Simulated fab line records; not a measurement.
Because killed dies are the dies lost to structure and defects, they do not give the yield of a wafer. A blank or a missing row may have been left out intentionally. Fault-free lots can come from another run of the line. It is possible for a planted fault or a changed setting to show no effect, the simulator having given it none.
fab line records || flow n5Finfet
record {"lots": 5, "wafers": 12, "lastDay": 17}
route steps=1938 shown PMOS_HMC_CHANNEL_EPI@87 FIN_SAQP@90 PASSIVATION@1936
lots untouched by any fault: they come from a run of this same line in which no faults occurred
startH: hours from the record's opening day to when the first of the lot's shown wafers began || waitH: hours elapsed since this lot's preceding step || " same as the row above || L1.1+2: a row that stands for several wafers || - no value, or no start given || * or withheld: withheld || < > ~ a bound
route shown NAME@n: names a module that has steps shown in the file, with the first one's number in the route || usual: mean/standard deviation taken from wafers without a fault || same: alike in all rows || chamber/n: place in a boat || sites: each site's reading || _std_site: standard deviation of those values || _edge_site: the outer-site mean with the inner-site mean subtracted || radiusMm: how far each site lies from the wafer's centre || mask NAME#n: copy n || behind: tool/chamber where the wafer was last shaped || hold: cause of the lot's hold/its duration in hours/its outcome || device: whichever transistor did not switch (one of n, p or np) || end of line: tests run on the same wafers once the route is complete || a step with no rows: only its recipe || killed: dies that structure and defects cost at the first sort, which is not the same as the wafer's yield || map: a wafer's dies, marking killed ones x, the rest . and places with no die _
set.NAME: the run value of the setting; set.NAME@STEP: its run value at that earlier step || model.NAME: the simulator's own value behind a step, which no gauge read
lots at selected steps of the route; one table per step, one row per wafer
services: from which hour (startH, from the record's first day; less than 0 if before it) a tool's chamber was out of use, for how many hours, and why
## steps
# step N5_PMOS_HMC_CHANNEL_EPI_EPI_26
# recipe {"material": "Si", "targetThkA": 38, "tempC": 650, "precursor": "SiH4/H2", "pressureTorr": 20, "timeS": 22.7}
# step N5_FIN_SAQP_PRECLEAN_42
# recipe {"chemistry": "O3/DIW", "timeS": 60, "tempC": 22, "o3Ppm": 10}
# step N5_FIN_SAQP_PRECLEAN_00
# recipe {"chemistry": "SC1", "timeS": 60, "tempC": 55, "mix": "1:2:50"}
# step N5_FIN_SAQP_PRECLEAN_44
# recipe {"chemistry": "SC2", "timeS": 45, "tempC": 35, "mix": "1:1:50"}
# step N5_FIN_SAQP_SRD_01
# recipe {"dry": "ipaMarangoni", "timeS": 30, "tempC": 23, "rinseLiquid": "diw"}
# step N5_FIN_SAQP_ALD_61
# recipe {"material": "SiO2", "targetThkA": 40, "tempC": 300, "aldPrecursorFamily": "BDEAS", "aldCoReactant": "O2-plasma", "pulseTimeS": 1, "purgeTimeS": 2, "coReactantPurgeTimeS": 2, "aldCycles": 43, "pressureTorr": 2}
# step N5_FIN_SAQP_DENSIFY_62
# recipe {"tempC": 700, "timeS": 60, "ambient": "N2", "idleTempC": 600, "rampUpCPerS": 150, "rampDownCPerS": 60, "coolToC": 600}
# step N5_FIN_SAQP_HM_DEP_03
# recipe {"material": "SiNx", "targetThkA": 380, "tempC": 400, "precursor": "SiH4/NH3/N2", "pressureTorr": 1.5, "rfW": 300, "timeS": 33.6}
# step N5_FIN_SAQP_PECVD_47
# recipe {"material": "a-Si", "targetThkA": 450, "tempC": 400, "precursor": "SiH4/He", "pressureTorr": 3, "rfW": 100, "timeS": 36.3}
# step N5_FIN_SAQP_PECVD_48
# recipe {"material": "SiNx", "targetThkA": 250, "tempC": 400, "precursor": "SiH4/NH3/N2", "pressureTorr": 1.5, "rfW": 300, "timeS": 22.1}
# usual {"heaterPowerW": "797/140", "showerheadPlenumPTorr": "5.16/0.048", "throttleValvePct": "39.4/2"}
{"lot.wafer": "L387.2", "tool": "pecvd-01", "chamber": 0, "startH": 51.53, "waitH": 0.0, "heaterPowerW": 769, "showerheadPlenumPTorr": 5.13, "throttleValvePct": 40.4, "model.SiNx_of_FIN_SAQP_PECVD_48.thkNm": 25.13}
{"lot.wafer": "L387.3", "tool": "pecvd-01", "chamber": 2, "startH": 51.53, "waitH": 0.0, "heaterPowerW": 623, "showerheadPlenumPTorr": 5.15, "throttleValvePct": 37.9, "model.SiNx_of_FIN_SAQP_PECVD_48.thkNm": 24.93}
{"lot.wafer": "L387.5", "tool": "pecvd-01", "chamber": 1, "startH": 51.53, "waitH": 0.0, "heaterPowerW": 945, "showerheadPlenumPTorr": 5.12, "throttleValvePct": 41.3, "model.SiNx_of_FIN_SAQP_PECVD_48.thkNm": 24.79}
{"lot.wafer": "L395.3", "tool": "pecvd-01", "chamber": 1, "startH": 102.48, "waitH": 0.0, "heaterPowerW": 980, "showerheadPlenumPTorr": 5.12, "throttleValvePct": 41.4, "model.SiNx_of_FIN_SAQP_PECVD_48.thkNm": 28.29}
{"lot.wafer": "L395.4", "tool": "pecvd-01", "chamber": 2, "startH": 102.48, "waitH": 0.0, "heaterPowerW": 629, "showerheadPlenumPTorr": 5.17, "throttleValvePct": 38.3, "model.SiNx_of_FIN_SAQP_PECVD_48.thkNm": 25.04}
{"lot.wafer": "L398.1", "tool": "pecvd-01", "chamber": 2, "startH": 118.87, "waitH": 0.0, "heaterPowerW": 625, "showerheadPlenumPTorr": 5.16, "throttleValvePct": 38.7, "model.SiNx_of_FIN_SAQP_PECVD_48.thkNm": 28.88}
{"lot.wafer": "L398.4", "tool": "pecvd-01", "chamber": 1, "startH": 118.87, "waitH": 0.0, "heaterPowerW": 904, "showerheadPlenumPTorr": 5.12, "throttleValvePct": 41.2, "model.SiNx_of_FIN_SAQP_PECVD_48.thkNm": 25.02}
{"lot.wafer": "L400.1", "tool": "pecvd-01", "chamber": 2, "startH": 128.88, "waitH": 0.0, "heaterPowerW": 615, "showerheadPlenumPTorr": 5.17, "throttleValvePct": 38.2, "model.SiNx_of_FIN_SAQP_PECVD_48.thkNm": 28.86}
{"lot.wafer": "L400.3", "tool": "pecvd-01", "chamber": 1, "startH": 128.88, "waitH": 0.0, "heaterPowerW": 977, "showerheadPlenumPTorr": 5.12, "throttleValvePct": 41.5, "model.SiNx_of_FIN_SAQP_PECVD_48.thkNm": 27.96}
{"lot.wafer": "L402.3", "tool": "pecvd-03", "chamber": 0, "startH": 141.52, "waitH": 0.0, "heaterPowerW": 715, "showerheadPlenumPTorr": 5.24, "throttleValvePct": 38.9, "model.SiNx_of_FIN_SAQP_PECVD_48.thkNm": 24.49}
{"lot.wafer": "L402.4", "tool": "pecvd-03", "chamber": 1, "startH": 141.52, "waitH": 0.0, "heaterPowerW": 964, "showerheadPlenumPTorr": 5.08, "throttleValvePct": 41.8, "model.SiNx_of_FIN_SAQP_PECVD_48.thkNm": 25.21}
{"lot.wafer": "L402.5", "tool": "pecvd-03", "chamber": 0, "startH": 141.52, "waitH": 0.0, "heaterPowerW": 705, "showerheadPlenumPTorr": 5.25, "throttleValvePct": 38.9, "model.SiNx_of_FIN_SAQP_PECVD_48.thkNm": 25.26}
# step N5_FIN_SAQP_PECVD_06
# recipe {"material": "a-Si", "targetThkA": 600, "tempC": 400, "precursor": "SiH4/He", "pressureTorr": 3, "rfW": 100, "timeS": 48.1}
# step N5_FIN_SAQP_HM_DEP_72
# recipe {"material": "SiO2", "targetThkA": 120, "tempC": 400, "precursor": "SiH4/N2O", "pressureTorr": 0.75, "rfW": 275, "timeS": 7.2}
# step N5_FIN_SAQP_COAT_49
# recipe {"resist": "SOC", "tempC": 250, "timeS": 60, "spinRpm": 1500, "resistThkNm": 100}
# step N5_FIN_SAQP_COAT_50
# recipe {"resist": "SiARC", "tempC": 220, "timeS": 60, "spinRpm": 1500, "resistThkNm": 35}
# step N5_FIN_SAQP_COAT_10
# recipe {"resist": "CAR-ArF", "spinRpm": 1500, "resistThkNm": 90}
# step N5_FIN_SAQP_EBR_12
# recipe {"solvent": "PGMEA", "ebrWidthMm": 1.5}
# step N5_FIN_SAQP_SOFTBAKE_11
# recipe {"tempC": 110, "timeS": 60, "resist": "CAR-ArF"}
# step N5_FIN_SAQP_EXPOSE_13
# recipe {"maskId": "FIN_CORE", "na": 1.35, "sourceShape": "dipole", "sigmaInner": 0.538, "sigmaOuter": 0.738, "polarization": "te", "targetCdNm": 35.6, "doseMj": 63.25}
# step N5_FIN_SAQP_PEB_14
# recipe {"pebTempC": "withheld", "pebTimeS": 60, "resist": "CAR-ArF"}
# step N5_FIN_SAQP_DEVELOP_15
# recipe {"developTimeS": 30, "developer": "TMAH", "resist": "CAR-ArF", "devTempC": 23, "rinseLiquid": "diw", "dry": "airSpin"}
# step N5_FIN_SAQP_DESCUM_21
# recipe {"chemistry": "O2", "timeS": 7.9, "sourcePowerW": 50, "biasPowerW": 20, "pressureMtorr": 20, "rfFrequencyHz": 2.712e+07, "tempC": 40, "resist": "CAR-ArF", "o2FlowSccm": 225}
# step N5_FIN_SAQP_ETCH_51
# recipe {"chemistry": "CF4", "target": "SiARC", "targetDepthA": 455, "maskMaterial": "CAR-ArF", "timeS": 75.8, "ionEnergyEv": 80, "pressureMtorr": 40, "sourceW": 545, "biasW": 36, "Ar_flow_sccm": 100, "cf4FlowSccm": 100, "ends": "cleared"}
# step N5_FIN_SAQP_ETCH_52
# recipe {"chemistry": "N2/H2", "target": "SOC", "targetDepthA": 1000, "overetchA": 200, "maskMaterial": "SiARC", "tempC": 40, "timeS": 150, "ionEnergyEv": 200, "pressureMtorr": 30, "sourceW": 840, "biasW": 150, "n2FlowSccm": 200, "h2FlowSccm": 200, "ends": "endPoint"}
# step N5_FIN_SAQP_STRIP_53
# recipe {"chemistry": "N2/H2", "tempC": 40, "n2FlowSccm": 200, "h2FlowSccm": 200, "rfFrequencyHz": 6e+07}
# step N5_FIN_SAQP_HM_OPEN_73
# recipe {"chemistry": "CHF3/O2", "target": "SiO2", "stopOn": "a-Si", "targetDepthA": 120, "overEtchFrac": 1.8, "maskMaterial": "SOC", "timeS": 16.8, "pressureMtorr": 30, "sourceW": 650, "biasW": 170, "Ar_flow_sccm": 200, "CHF3_flow_sccm": 50, "O2_flow_sccm": 5, "ionEnergyEv": 200, "ends": "endPoint"}
# step N5_FIN_SAQP_STRIP_74
# recipe {"chemistry": "CHF3/O2", "resist": "SiARC", "rfFrequencyHz": 6e+07}
# step N5_FIN_SAQP_MANDREL_ETCH_22
# recipe {"targetDepthA": 600, "chemistry": "HBr/Cl2", "target": "a-Si", "stopOn": "SiNx", "btTimeS": 10, "overEtchFrac": 0.5, "timeS": 30, "pressureMtorr": 10, "icpW": 800, "biasW": 75, "HBr_flow_sccm": 150, "Cl2_flow_sccm": 80, "ends": "endPoint"}
# step N5_FIN_SAQP_STRIP_55
# recipe {"chemistry": "N2/H2", "powerW": 500, "tempC": 40, "pressureMtorr": 50, "rfFrequencyHz": 6e+07, "overashFraction": 0.3, "biasPowerW": 28, "h2Frac": 0.5, "n2FlowSccm": 300, "h2FlowSccm": 300}
# step N5_FIN_SAQP_STRIP_23
# recipe {"chemistry": "SPM", "timeS": 750, "tempC": 130, "h2so4H2o2VolRatio": 4}
# step N5_FIN_SAQP_SRD_66
# recipe {"dry": "ipaMarangoni", "timeS": 30, "tempC": 23, "rinseLiquid": "diw"}
# step N5_FIN_SAQP_RECESS_75
# recipe {"chemistry": "HF/NH3", "target": "SiO2", "targetDepthA": 144, "afsCycles": 3, "tempC": 30, "sublimationTempC": 180, "sublimationTimeS": 60}
# step N5_FIN_SAQP_SPACER1_ALD_24
# recipe {"material": "SiO2", "targetThkA": 203, "tempC": 300, "aldPrecursorFamily": "BDEAS", "aldCoReactant": "O2-plasma", "pulseTimeS": 1, "purgeTimeS": 2, "coReactantPurgeTimeS": 2, "aldCycles": 218, "pressureTorr": 2}
# step N5_FIN_SAQP_SPACER1_ETCHBACK_25
# recipe {"chemistry": "CHF3/O2", "mode": "anisotropicEtchback", "target": "SiO2", "targetDepthA": 244, "timeS": 12.2, "pressureMtorr": 30, "sourceW": 650, "biasW": 170, "Ar_flow_sccm": 200, "CHF3_flow_sccm": 50, "O2_flow_sccm": 5, "ionEnergyEv": 200}
# step N5_FIN_SAQP_MANDREL1_REMOVE_56
# recipe {"chemistry": "HBr/Cl2/O2", "btTimeS": 10, "target": "a-Si", "stopOn": "SiNx", "endpoint": "OES-SiCl", "overEtchFrac": 1, "icpW": 600, "biasW": 22, "HBr_flow_sccm": 150, "Cl2_flow_sccm": 80, "O2_flow_sccm": 5, "pressureMtorr": 10}
# step N5_FIN_SAQP_ETCH_57
# recipe {"chemistry": "CH3F/O2", "target": "SiNx", "maskMaterial": "SiO2", "targetDepthA": 325, "timeS": 46.4, "pressureMtorr": 30, "sourceW": 395, "biasW": 73, "Ar_flow_sccm": 150, "CH3F_flow_sccm": 30, "O2_flow_sccm": 20, "ionEnergyEv": 120, "ends": "cleared"}
# usual {"drypumpMotorCurrentA": "5.9/0.47", "etchRfOnTimeS": "46.6/1", "oesProductAu": "0.64/0.066", "rfVppV": "294/5.3", "showerheadPlenumPTorr": "1.99/0.067", "throttleValvePct": "16.25/0.21"}
{"lot.wafer": "L387.2", "tool": "rieDiel-03", "chamber": 2, "startH": 54.67, "waitH": 0.0, "drypumpMotorCurrentA": 6.0, "etchRfOnTimeS": 46.9, "oesProductAu": 0.63, "rfHoursCounterH": 182, "rfVppV": 297, "showerheadPlenumPTorr": 2.08, "throttleValvePct": 16.80, "model.etch.depthNm": 24.99}
{"lot.wafer": "L387.3", "tool": "rieDiel-03", "chamber": 0, "startH": 54.67, "waitH": 0.0, "drypumpMotorCurrentA": 5.3, "etchRfOnTimeS": 46.4, "oesProductAu": 0.64, "rfHoursCounterH": 146, "rfVppV": 296, "showerheadPlenumPTorr": 2.01, "throttleValvePct": 16.37, "model.etch.depthNm": 24.85}
{"lot.wafer": "L387.5", "tool": "rieDiel-03", "chamber": 0, "startH": 54.67, "waitH": 0.0, "drypumpMotorCurrentA": 5.4, "etchRfOnTimeS": 45.9, "oesProductAu": 0.64, "rfHoursCounterH": "-", "rfVppV": 296, "showerheadPlenumPTorr": 2.01, "throttleValvePct": 16.36, "model.etch.depthNm": 24.71}
{"lot.wafer": "L395.3", "tool": "rieDiel-05", "chamber": 2, "startH": 105.89, "waitH": 0.0, "drypumpMotorCurrentA": 5.9, "etchRfOnTimeS": 53.4, "oesProductAu": 0.60, "rfHoursCounterH": 220, "rfVppV": 294, "showerheadPlenumPTorr": 1.89, "throttleValvePct": 16.47, "model.etch.depthNm": 28.16}
{"lot.wafer": "L395.4", "tool": "rieDiel-05", "chamber": 0, "startH": 105.89, "waitH": 0.0, "drypumpMotorCurrentA": 5.9, "etchRfOnTimeS": 47.6, "oesProductAu": 0.59, "rfHoursCounterH": 216, "rfVppV": 288, "showerheadPlenumPTorr": 1.89, "throttleValvePct": 16.20, "model.etch.depthNm": 24.77}
{"lot.wafer": "L398.1", "tool": "rieDiel-04", "chamber": 3, "startH": 121.70, "waitH": 0.0, "drypumpMotorCurrentA": 6.1, "etchRfOnTimeS": 53.6, "oesProductAu": 0.70, "rfHoursCounterH": 95, "rfVppV": 306, "showerheadPlenumPTorr": 1.94, "throttleValvePct": 16.05, "model.etch.depthNm": 28.88}
{"lot.wafer": "L398.4", "tool": "rieDiel-04", "chamber": 1, "startH": 121.70, "waitH": 0.0, "drypumpMotorCurrentA": 6.1, "etchRfOnTimeS": 46.0, "oesProductAu": 0.60, "rfHoursCounterH": 205, "rfVppV": 294, "showerheadPlenumPTorr": 2.06, "throttleValvePct": 16.14, "model.etch.depthNm": 25.02}
{"lot.wafer": "L400.1", "tool": "rieDiel-03", "chamber": 2, "startH": 131.80, "waitH": 0.0, "drypumpMotorCurrentA": 6.0, "etchRfOnTimeS": 53.7, "oesProductAu": 0.62, "rfHoursCounterH": 205, "rfVppV": 298, "showerheadPlenumPTorr": 2.07, "throttleValvePct": 16.85, "model.etch.depthNm": 28.86}
{"lot.wafer": "L400.3", "tool": "rieDiel-03", "chamber": 1, "startH": 131.80, "waitH": 0.0, "drypumpMotorCurrentA": 6.6, "etchRfOnTimeS": 49.8, "oesProductAu": 0.77, "rfHoursCounterH": 41, "rfVppV": 296, "showerheadPlenumPTorr": 1.96, "throttleValvePct": 16.00, "model.etch.depthNm": 27.96}
{"lot.wafer": "L402.3", "tool": "rieDiel-05", "chamber": 1, "startH": 144.43, "waitH": 0.0, "drypumpMotorCurrentA": 5.0, "etchRfOnTimeS": 46.2, "oesProductAu": 0.61, "rfHoursCounterH": 181, "rfVppV": 288, "showerheadPlenumPTorr": 1.99, "throttleValvePct": 16.17, "model.etch.depthNm": 24.35}
{"lot.wafer": "L402.4", "tool": "rieDiel-05", "chamber": 3, "startH": 144.43, "waitH": 0.0, "drypumpMotorCurrentA": 6.2, "etchRfOnTimeS": 48.3, "oesProductAu": 0.59, "rfHoursCounterH": 218, "rfVppV": 288, "showerheadPlenumPTorr": 2.06, "throttleValvePct": 16.18, "model.etch.depthNm": 25.13}
{"lot.wafer": "L402.5", "tool": "rieDiel-05", "chamber": 0, "startH": 144.43, "waitH": 0.0, "drypumpMotorCurrentA": 5.9, "etchRfOnTimeS": 47.7, "oesProductAu": 0.58, "rfHoursCounterH": "-", "rfVppV": 290, "showerheadPlenumPTorr": 1.88, "throttleValvePct": 16.25, "model.etch.depthNm": 24.99}
# step N5_PASSIVATION_PROBE_49
# usual {"killed_at_M0_to_M3": "34/11", "killed_at_M4_up": "14/5.7", "killedAtContacts": "14/6.9", "killedAtFrontEnd": "40/11", "killedAtOther": "4/3.1", "killedDies": "105/17", "killedOpen": "70/13", "killedShort": "34/7.6"}
# same {"grossDies": 1180, "killedAtBackSide": 0}
{"lot.wafer": "L395.3", "tool": "prober-01", "chamber": "-", "startH": 348.50, "waitH": 0.3, "killed_at_M0_to_M3": 31, "killed_at_M4_up": 14, "killedAtContacts": 9, "killedAtFrontEnd": 54, "killedAtOther": 3, "killedDies": 111, "killedOpen": 75, "killedShort": 36}
{"lot.wafer": "L398.1", "tool": "prober-01", "chamber": "-", "startH": 374.76, "waitH": 0.0, "killed_at_M0_to_M3": 37, "killed_at_M4_up": 17, "killedAtContacts": 19, "killedAtFrontEnd": 37, "killedAtOther": 1, "killedDies": 111, "killedOpen": 78, "killedShort": 32}
{"lot.wafer": "L398.4", "tool": "prober-01", "chamber": "-", "startH": 374.91, "waitH": 0.2, "killed_at_M0_to_M3": 39, "killed_at_M4_up": 19, "killedAtContacts": 11, "killedAtFrontEnd": 31, "killedAtOther": 3, "killedDies": 103, "killedOpen": 66, "killedShort": 36}
# killed by level:class
L395.3 STI_FIN_REVEAL:geometricParticle:open=24 BEOL_M0_SAQP:geometricParticle:short=10 MOL_CONTACT_COAG:geometricParticle:open=6 BEOL_M0_SAQP:geometricParticle:open=6 STI_FIN_REVEAL:geometricParticle:short=5 BEOL_M2:geometricParticle:open=5 BEOL_M4:geometricParticle:open=5 FIN_SAQP:geometricParticle:open=4
L398.1 MOL_CONTACT_COAG:geometricParticle:open=16 BEOL_M3:geometricParticle:open=11 BEOL_M4:geometricParticle:open=10 ILD0:geometricParticle:short=7 BEOL_M0_SAQP:geometricParticle:open=7 STI_FIN_REVEAL:geometricParticle:open=5 FIN_SAQP:geometricParticle:short=4 DUMMY_GATE:geometricParticle:open=4
L398.4 BEOL_M4:geometricParticle:open=12 BEOL_M3:geometricParticle:open=11 MOL_CONTACT_COAG:geometricParticle:open=9 FIN_SAQP:geometricParticle:open=8 FIN_SAQP:geometricParticle:short=7 BEOL_M0_SAQP:geometricParticle:short=6 BEOL_M0_SAQP:geometricParticle:open=5 BEOL_M1:geometricParticle:open=5
## services
{"tool": "rieDiel-05", "chamber": 0, "startH": 37.87, "hours": 5.3, "kind": "repair"}
{"tool": "pecvd-01", "chamber": 0, "startH": 39.57, "hours": 5.5, "kind": "scheduledDown"}
{"tool": "rieDiel-03", "chamber": 3, "startH": 42.17, "hours": "-", "kind": "clean"}
{"tool": "rieDiel-03", "chamber": 3, "startH": 42.17, "hours": "-", "kind": "consumableReplace:focusRing"}
{"tool": "rieDiel-03", "chamber": 3, "startH": 42.17, "hours": 19.3, "kind": "scheduledDown"}
{"tool": "rieDiel-03", "chamber": 3, "startH": 42.17, "hours": 19.3, "kind": "ventCycle"}
{"tool": "pecvd-01", "chamber": 2, "startH": 45.03, "hours": 2.1, "kind": "scheduledDown"}
{"tool": "pecvd-01", "chamber": 1, "startH": 73.08, "hours": 5.5, "kind": "scheduledDown"}
{"tool": "pecvd-01", "chamber": 0, "startH": 78.76, "hours": 2.1, "kind": "scheduledDown"}
{"tool": "rieDiel-03", "chamber": "-", "startH": 95.44, "hours": 6.3, "kind": "repair"}
{"tool": "pecvd-03", "chamber": 1, "startH": 98.79, "hours": 5.5, "kind": "scheduledDown"}
{"tool": "pecvd-01", "chamber": 0, "startH": 99.99, "hours": 13.4, "kind": "repair"}
{"tool": "rieDiel-04", "chamber": 1, "startH": 111.29, "hours": 4.4, "kind": "repair"}
{"tool": "rieDiel-04", "chamber": 0, "startH": 137.60, "hours": 42.6, "kind": "repair"}
## key
firstSign {"step": "N5_FIN_SAQP_ETCH_57", "reading": "etchRfOnTimeS", "direction": "up", "sigmas": 5.8, "usual": "*", "struck": "*"}
effect none on later readings
modelEffect {"step": "N5_FIN_SAQP_PECVD_48", "value": "SiNx_of_FIN_SAQP_PECVD_48.thkNm", "without": 24.76, "struck": 28.5}
modelEffect {"step": "N5_FIN_SAQP_ETCH_57", "value": "etch.depthNm", "without": 24.73, "struck": 28.46}
metAt N5_FIN_SAQP_PECVD_48
struckWafers L395.3,L398.1,L400.1,L400.3
testerLeftOut L395,L398,L400
onsetBetween 51.53 102.48
fault {"kind": "processParameterDrift", "tool": "pecvd-01", "chamber": "-", "onsetH": 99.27, "steps": "N5_FIN_SAQP_PECVD_48", "channel": "timeS", "offset": "*", "shape": "step", "endH": 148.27, "scope": "struckWafersOnly", "actsIn": "*", "stated": "*"}
# testerLeftOut: of these lots the tester's yield and bins aren't shown, on N5 and GAA mostly nor the transistor test; their killed dies are dies lost to structure and defects alone, not to doping, threshold or leakage, so they don't give the yield
